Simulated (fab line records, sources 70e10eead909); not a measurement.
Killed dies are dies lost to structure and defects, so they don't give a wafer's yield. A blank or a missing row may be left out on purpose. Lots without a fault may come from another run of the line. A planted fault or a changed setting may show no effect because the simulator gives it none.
One fault seen from 2 desks | flow nand_harc | each desk has only its own numbers; what lay behind them comes last

THE DEFECT DESK
What the inspections along the route counted, lot by lot: means of the sampled wafers that have a number. A lot is out of limits, marked OUT, if its mean lies more than 4 standard deviations from the usual mean; the brackets give that distance.
Columns: A = raw_defect_count at NHARC_A_ZERO_WELL_INSPECT_17, usual 10; B = raw_defect_count at NHARC_A_SOURCE_PLATE_INSPECT_08, usual 59
lot  | first seen here | A  | B
L672 | day 7 09:03     | 11 | 111
L677 | day 8 16:31     | 13 | 56
L684 | day 10 08:34    | 5  | 86
L683 | day 10 08:41    | 8  | 50
L687 | day 11 14:45    | 13 | 35
L692 | day 12 00:58    | 10 | 73
This desk's finding: nothing out of limits on any of the 6 lots.

THE METROLOGY DESK
What the gauges read, lot by lot, whatever tool the lot ran on: means of the sampled wafers that have a number. A lot is out of limits, marked OUT, if its mean lies more than 4 standard deviations from the usual mean; the brackets give that distance. Of its 13 readings 7 are shown: those that lie furthest out on some lot.
Columns: A = thk_nm at NHARC_A_ONON_D1_THK_MEAS_05, usual 999 nm; B = thk_nm at NHARC_A_ONON_D1_THK_MEAS_08, usual 998 nm; C = thk_nm at NHARC_A_ONON_D1_THK_MEAS_11, usual 1002 nm; D = thk_nm at NHARC_A_ONON_D1_THK_MEAS_14, usual 999 nm; E = thk_nm at NHARC_A_ONON_D1_THK_MEAS_18, usual 1003 nm; F = thk_nm at NHARC_A_ONON_D1_THK_MEAS_21, usual 999 nm; G = thk_nm at NHARC_A_ONON_D1_THK_MEAS_27, usual 999 nm
lot  | first seen here | A    | B    | C    | D    | E    | F    | G
L672 | day 7 17:14     | 1015 | 1000 | 992  | 1007 | 987  | 998  | 995
L677 | day 8 22:13     | 1008 | 995  | 1001 | 988  | 1004 | 1005 | 991
L683 | day 10 17:44    | 1000 | 1035 | 998  | 996  | 993  | 1000 | 1004
L684 | day 10 17:44    | 997  | 995  | 1020 | 985  | 1012 | 998  | 989
L687 | day 11 20:29    | 990  | 994  | 1009 | 1002 | 1007 | 980  | 998
L692 | day 12 07:20    | 1011 | 1005 | 979  | 1025 | 1005 | 999  | 1014
This desk's finding: nothing out of limits on any of the 6 lots.

PUT TOGETHER
The defect desk saw nothing out of limits.
The metrology desk saw nothing out of limits.

WHAT THE SIMULATOR HAD PUT IN
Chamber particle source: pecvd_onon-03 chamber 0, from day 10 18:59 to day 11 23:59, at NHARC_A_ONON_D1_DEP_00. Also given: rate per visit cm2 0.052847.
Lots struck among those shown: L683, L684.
